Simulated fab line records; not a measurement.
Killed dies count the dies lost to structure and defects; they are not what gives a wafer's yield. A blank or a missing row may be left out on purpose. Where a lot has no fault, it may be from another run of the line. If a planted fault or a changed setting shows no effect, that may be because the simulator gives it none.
Matching of chambers + flow nand harc + rie diel-04 running NHARC_A_SGD_CUT_ETCH_58: 4 sister chambers
The step etches the open film in CF4, target depth 39 nm, time 65 s. 22 wafers are shown with their chamber, then 11 later ones without.

WAFERS WITH THEIR CHAMBER
| wafer  | chamber | drypump motor current A (A) | rf vpp V (V) | oes product au (a.u.) |
|--------|---------|-----------------------------|--------------|-----------------------|
| L074.3 | 0       | 5.9                         | 151.2        | 0.992                 |
| L074.4 | 3       | 5.8                         | 149.7        | 0.991                 |
| L074.6 | 2       | 5.7                         | 153.3        | 0.997                 |
| L077.2 | 0       | 5.9                         | 150.9        | 0.993                 |
| L077.3 | 2       | 5.7                         | 152.6        | 1.003                 |
| L077.4 | 1       | 5.9                         | 149.6        | 1.033                 |
| L079.1 | 0       | 5.8                         | 152.2        | 0.989                 |
| L079.5 | 1       | 5.9                         | 150.7        | 1.024                 |
| L079.6 | 0       | 5.9                         | 150.9        | 0.987                 |
| L081.1 | 1       | 5.9                         | 150.9        | 1.017                 |
| L081.3 | 0       | 5.8                         | 151.3        | 0.991                 |
| L081.6 | 0       | 5.8                         | 151.2        | 0.998                 |
| L086.1 | 2       | 5.7                         | 151.3        | 0.991                 |
| L086.3 | 0       | 5.9                         | 150.5        | 0.987                 |
| L086.5 | 1       | 5.9                         | 150.2        | 1.017                 |
| L088.1 | 1       | 5.9                         | 151.9        | 1.026                 |
| L088.3 | 3       | 5.8                         | 149.7        | 1.012                 |
| L088.5 | 1       | 5.9                         | 150.3        | 1.021                 |
| L090.1 | 2       | 5.7                         | 152.4        | 0.996                 |
| L090.2 | 0       | 5.9                         | 150.1        | 1.000                 |
| L090.6 | 3       | 5.8                         | 148.9        | 1.018                 |
| L091.2 | 2       | 5.8                         | 152.2        | 0.981                 |

SIGNATURES (averages over the wafers above)
| reading                 | chamber 0 | chamber 1 | chamber 2 | chamber 3 | scatter within a chamber |
|-------------------------|-----------|-----------|-----------|-----------|--------------------------|
| drypump motor current A | 5.862     | 5.900     | 5.720     | 5.800     | 0.0386                   |
| rf vpp V                | 151.037   | 150.600   | 152.360   | 149.433   | 0.676                    |
| oes product au          | 0.99213   | 1.02300   | 0.99360   | 1.00700   | 0.00753                  |
Rule: a wafer's distance from a chamber is the root of the sum, over the readings, of the square of ((its reading less the chamber's mean) divided by the reading's scatter). If the next closest chamber is less than 2 further off than the closest, the wafer can't be placed; otherwise it belongs to the closest. The scatter: the root of (the sum of the squares of (reading less its chamber's mean) over the shown wafers, divided by (wafers less chambers)).

WAFERS WHOSE CHAMBER IS MISSING
| wafer  | drypump motor current A (A) | rf vpp V (V) | oes product au (a.u.) |
|--------|-----------------------------|--------------|-----------------------|
| L091.3 | 5.9                         | 151.2        | 0.982                 |
| L091.4 | 5.8                         | 148.9        | 1.001                 |
| L092.4 | 5.8                         | 152.9        | 0.976                 |
| L092.5 | 5.7                         | 152.9        | 0.985                 |
| L092.6 | 5.9                         | 149.5        | 1.017                 |
| L093.3 | 5.9                         | 150.6        | 1.021                 |
| L093.4 | 5.8                         | 151.6        | 1.006                 |
| L093.5 | 5.9                         | 151.1        | 1.029                 |
| L096.2 | 5.8                         | 149.8        | 0.989                 |
| L096.3 | 5.8                         | 149.8        | 0.999                 |
| L096.4 | 5.7                         | 153.8        | 0.984                 |

THE CHAMBER EACH PASSED THROUGH
| wafer  | from the rows above               | in truth |
|--------|-----------------------------------|----------|
| L091.3 | 0                                 | 0        |
| L091.4 | 3                                 | 3        |
| L092.4 | can't be placed: 2 or 0           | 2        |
| L092.5 | 2                                 | 2        |
| L092.6 | can't be placed: 1 or 3           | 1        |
| L093.3 | 1                                 | 1        |
| L093.4 | can't be placed: 0 or 2 or 3 or 1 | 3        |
| L093.5 | 1                                 | 1        |
| L096.2 | can't be placed: 3 or 0 or 2      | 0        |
| L096.3 | can't be placed: 3 or 0           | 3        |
| L096.4 | 2                                 | 2        |
Correctly placed: 6 of 11. Cannot be placed on the basis of these rows: 5; the candidates contain the true chamber in 5. Placed wrongly: 0.
